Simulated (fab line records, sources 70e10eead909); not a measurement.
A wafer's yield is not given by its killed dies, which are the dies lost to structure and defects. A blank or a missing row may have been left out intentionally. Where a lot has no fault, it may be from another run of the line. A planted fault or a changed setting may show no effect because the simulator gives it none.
What tool caused it?    flow nand_harc    14 lots with 42 wafers sampled at 4 steps, on a route of 1302 steps

== WHAT THE GAUGES SHOWED, per wafer ==
No reading from a measuring or inspecting step in the record can be judged against a usual standard deviation.

== WHICH TOOL RAN EACH LOT (tool, then ch and the chambers of the sampled wafers, then the start) ==
lot   NHARC_A_STAIRCASE_ETCH_315                     NHARC_A_STAIRCASE_DEP_325        NHARC_A_STAIRCASE_DEVELOP_440      NHARC_A_STAIRCASE_STRIP_446
L712  rie_diel-02 ch 0,2, day 18 07:11 or earlier    pecvd-03 ch 0,1,2, day 18 07:11  litho_track-05 ch 0, day 18 15:00  plasma_asher-01 ch 0,1, day 18 20:10
L714  rie_diel-02 ch 0,1,3, day 18 19:05 or earlier  pecvd-04 ch 0,1,2, day 18 19:05  litho_track-05 ch 0, day 19 04:00  plasma_asher-01 ch 0,1, day 19 09:44
L713  rie_diel-10 ch 0,2,3, day 18 19:16 or earlier  pecvd-02 ch 1,2, day 18 19:16    litho_track-03 ch 0, day 19 05:00  plasma_asher-02 ch 0,1, day 19 09:52
L715  rie_diel-02 ch 0,1,3, day 19 14:46 or earlier  pecvd-04 ch 0,2, day 19 14:46    litho_track-05 ch 0, day 19 22:00  plasma_asher-01 ch 0,1, day 20 03:43
L716  rie_diel-11 ch 0,3, day 20 01:32 or earlier    pecvd-02 ch 1,2, day 20 01:32    litho_track-05 ch 0, day 20 09:00  plasma_asher-01 ch 0,1, day 20 14:33
L717  rie_diel-02 ch 2,3, day 20 01:33 or earlier    pecvd-03 ch 0,1,2, day 20 01:33  litho_track-02 ch 0, day 20 09:00  plasma_asher-02 ch 0,1, day 20 14:20
L718  rie_diel-11 ch 0,2,3, day 21 21:11 or earlier  pecvd-03 ch 0,1,2, day 21 21:11  litho_track-02 ch 0, day 22 07:00  plasma_asher-01 ch 0,1, day 22 13:01
L723  rie_diel-10 ch 1,3, day 22 18:21 or earlier    pecvd-02 ch 0,1,2, day 22 18:21  litho_track-05 ch 0, day 23 05:00  plasma_asher-01 ch 0,1, day 23 10:01
L725  rie_diel-11 ch 0,1, day 24 17:23 or earlier    pecvd-02 ch 0,1,2, day 24 17:23  litho_track-03, day 25 01:00       plasma_asher-01 ch 0,1, day 25 07:07
L728  rie_diel-02 ch 1,2, day 24 17:23 or earlier    pecvd-04 ch 0,2, day 24 17:23    litho_track-03, day 25 01:00       plasma_asher-01 ch 0,1, day 25 06:08
L732  rie_diel-02 ch 2,3, day 26 18:02 or earlier    pecvd-04 ch 0,2, day 26 18:02    litho_track-05 ch 0, day 27 04:00  plasma_asher-01 ch 0,1, day 27 09:50
L733  rie_diel-11 ch 1,2,3, day 26 17:56 or earlier  pecvd-02 ch 0,1,2, day 26 17:56  litho_track-02 ch 0, day 27 03:00  plasma_asher-01 ch 0,1, day 27 08:40
L735  rie_diel-11 ch 0,1, day 27 13:59 or earlier    pecvd-02 ch 0,2, day 27 13:59    litho_track-02 ch 0, day 28 00:00  plasma_asher-01 ch 0,1, day 28 05:06
L734  rie_diel-02 ch 1,2, day 27 14:04 or earlier    pecvd-03 ch 0,2, day 27 14:04    litho_track-03 ch 0, day 28 00:00  plasma_asher-02 ch 0,1, day 28 05:14
- NHARC_A_STAIRCASE_ETCH_315: etches the open film in C4F8/O2/Ar, target depth 2500 nm, time 607.1 s.
- NHARC_A_STAIRCASE_DEP_325: deposits SiO2, target thk 7200 nm.
- NHARC_A_STAIRCASE_DEVELOP_440: time 140 s.
- NHARC_A_STAIRCASE_STRIP_446: strips in O2.

== AS READ BY THE TOOLS THEMSELVES (means over the sampled wafers that have a number; for cases with no such wafer, the mark the record gives instead) ==
NHARC_A_STAIRCASE_ETCH_315. Usual: bias_w 2999 W, standard deviation 8.5; oes_product_au 0.932 a.u., standard deviation 0.0092; rf_fwd_power_W 599.4 W, standard deviation 1.7; rf_vpp_V 1829 V, standard deviation 12.
lot   tool         bias_w (W)  oes_product_au (a.u.)  rf_fwd_power_W (W)  rf_vpp_V (V)  flag
L712  rie_diel-02  2999        0.936                  599.1               1827          
L714  rie_diel-02  2997        0.924                  599.6               1827          
L713  rie_diel-10  2999        0.934                  599.2               1826          
L715  rie_diel-02  3007        0.929                  600.6               1826          
L716  rie_diel-11  3006        0.931                  597.8               1823          
L717  rie_diel-02  3010        0.924                  599.1               1829          
L718  rie_diel-11  2999        0.931                  599.1               1833          
L723  rie_diel-10  2995        0.932                  598.1               1822          
L725  rie_diel-11  3005        0.928                  601.4               1838          
L728  rie_diel-02  3002        0.931                  599.5               1838          
L732  rie_diel-02  3001        0.930                  599.6               1830          
L733  rie_diel-11  2997        0.933                  598.1               1828          
L735  rie_diel-11  3003        0.936                  599.7               1836          
L734  rie_diel-02  3003        0.932                  598.8               1837          

NHARC_A_STAIRCASE_DEP_325. Usual: heater_power_w 624 W, standard deviation 86; rf_fwd_power_W 499.5 W, standard deviation 1.5.
lot   tool      heater_power_w (W)  rf_fwd_power_W (W)  flag
L712  pecvd-03  610                 501.3               
L714  pecvd-04  679                 498.5               
L713  pecvd-02  626                 497.8               
L715  pecvd-04  661                 499.7               
L716  pecvd-02  632                 499.2               
L717  pecvd-03  597                 499.7               
L718  pecvd-03  665                 500.1               
L723  pecvd-02  628                 499.2               
L725  pecvd-02  597                 499.4               
L728  pecvd-04  680                 500.4               
L732  pecvd-04  639                 499.6               
L733  pecvd-02  628                 499.9               
L735  pecvd-02  558                 497.9               
L734  pecvd-03  598                 498.5               

NHARC_A_STAIRCASE_DEVELOP_440. Usual: chill_plate_temp_C 23.00 C, standard deviation 0.098; exhaust_pa 45.2 Pa, standard deviation 0.72.
lot   tool            chill_plate_temp_C (C)  exhaust_pa (Pa)  flag
L712  litho_track-05  22.91                   44.7             
L714  litho_track-05  23.03                   44.9             
L713  litho_track-03  23.00                   44.9             
L715  litho_track-05  23.00                   44.7             
L716  litho_track-05  23.17                   45.1             
L717  litho_track-02  23.08                   45.4             
L718  litho_track-02  22.95                   45.2             
L723  litho_track-05  22.86                   46.2             
L725  litho_track-03  -                       -                OFF
L728  litho_track-03  -                       -                OFF
L732  litho_track-05  22.93                   45.1             
L733  litho_track-02  22.97                   44.6             
L735  litho_track-02  23.04                   45.2             
L734  litho_track-03  23.05                   45.9             

NHARC_A_STAIRCASE_STRIP_446. Usual: drypump_motor_current_A 5.7 A, standard deviation 0.44; heater_power_w 305 W, standard deviation 33.
lot   tool             drypump_motor_current_A (A)  heater_power_w (W)  flag
L712  plasma_asher-01  5.7                          286                 
L714  plasma_asher-01  6.0                          283                 
L713  plasma_asher-02  5.5                          350                 
L715  plasma_asher-01  5.9                          280                 
L716  plasma_asher-01  5.9                          280                 
L717  plasma_asher-02  5.2                          348                 
L718  plasma_asher-01  5.7                          276                 
L723  plasma_asher-01  5.9                          278                 
L725  plasma_asher-01  5.9                          275                 
L728  plasma_asher-01  5.7                          282                 
L732  plasma_asher-01  5.7                          279                 
L733  plasma_asher-01  5.9                          278                 
L735  plasma_asher-01  5.7                          280                 
L734  plasma_asher-02  5.2                          345                 

== THE ANSWER, worked out from the rows above alone ==
Rule: lot off if the mean of its wafers having a number is beyond 3 standard deviations from the usual mean. Also off: a lot with no number at a reading for which 4 or more lots have one. Any other lot the step has rows for is counted as sound. After the gauges, taken in route order, come the tools' own readings; for these a lot's mean is taken, as printed above. The first step at which some lot is off is used, and at that step the reading that is off furthest; a lot without a number counts as furthest.
Off, at NHARC_A_STAIRCASE_DEVELOP_440 on chill_plate_temp_C: L725, L728. Without a number there: L725, L728.
A tool fits if, at that step or a process step before it, it ran every lot that is off, and no sound lot after the first of them. Because NHARC_A_STAIRCASE_ETCH_315 lacks a start for some lots, the hours and order of its lots are taken from NHARC_A_STAIRCASE_DEP_325. Not one of the candidates tried fits.

== WHAT HAD BEEN PUT IN BY THE SIMULATOR ==
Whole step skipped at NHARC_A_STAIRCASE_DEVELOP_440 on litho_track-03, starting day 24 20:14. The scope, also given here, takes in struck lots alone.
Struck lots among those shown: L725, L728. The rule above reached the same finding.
